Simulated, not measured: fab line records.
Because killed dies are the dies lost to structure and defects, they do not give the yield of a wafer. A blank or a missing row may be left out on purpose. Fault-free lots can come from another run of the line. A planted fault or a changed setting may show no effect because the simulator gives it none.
Code-filled problem report in 8D (eight disciplines) form	flow n5_finfet	the parts of the form that need people (team, actions taken, sign-off) are left out

1. WHAT WENT WRONG
Mean of spin_speed_rpm at N5_BEOL_M3_COAT_76: 1549.6 rpm across 6 wafers in 2 lots; on wafers with no fault it is 1500.1 rpm (standard deviation 0.84). That is +59 standard deviations from the usual mean.
The step: time 60 s, resist thk 5 nm.
First observed at day 11 05:53: wafer L626.1, on litho_track-02. The record has a number at this step for 26 wafers belonging to 9 lots. Rule for "out" (also "out of limits"): further than 4 standard deviations from the usual mean. The rest of the wafers with a number are treated as sound.

2. WHAT IT IS; WHAT IT IS NOT
question	is	is not
which readings at this step	spin_speed_rpm	chill_plate_temp_C, exhaust_pa
which lots	L626, L629	L615, L616, L617, L621, L632, L633, L635
which wafers of those lots	all that have a number	-
read on which tools	litho_track-02	litho_track-03
when	from day 11 05:53	up to then (12 sound wafers); but 8 sound wafers of L632, L633, L635 came after

3. THE SUSPECTS, EACH WITH WHAT RULES IT OUT
Counting: a tool at any process step up to the reading remains a suspect when it ran all the lots that are out and ran no sound lot after the first of those.
- litho_track-02 at N5_BEOL_M3_COAT_76 (time 60 s, resist thk 5 nm): kept. It processed each lot that is out, first L626 at day 11 05:53, and no sound lot thereafter; up to then, the last sound lot it processed was L621 at day 9 12:55. On those wafers its own readings are out: spin_speed_rpm.
Left after counting: litho_track-02 at N5_BEOL_M3_COAT_76.

4. THE CAUSE (what the simulator had put in)
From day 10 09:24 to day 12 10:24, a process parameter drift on litho_track-02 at N5_BEOL_M3_COAT_76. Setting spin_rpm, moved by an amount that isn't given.
Counting left only this tool.

5. THE CHAIN OF EFFECTS, in route order
Each row: a reading where the mean over the struck wafers with a number is more than 3 standard deviations away from the usual. Only readings for which the record gives a usual standard deviation are gone through. hours: the time from each lot's start at the first step in this table that gives one to its start at this step, as a median over the lots. sigmas: the change in usual standard deviations.
hours	step	reading	usual	on struck wafers	change	sigmas
0	N5_BEOL_M3_COAT_76	spin_speed_rpm	1500.1 rpm	1549.6	+49.5	+59
Process steps it contains:
- N5_BEOL_M3_COAT_76: time 60 s, resist thk 5 nm.
At these later measuring or inspecting steps, every struck wafer for which the step has a row has a number for every such reading, and none has moved that far: N5_BEOL_M4_RC_MEAS_101.

6. HOW IT WOULD HAVE BEEN CAUGHT EARLIER
First out-of-limits reading in this record: day 11 05:53, which is 20 hours after fault onset at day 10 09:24.
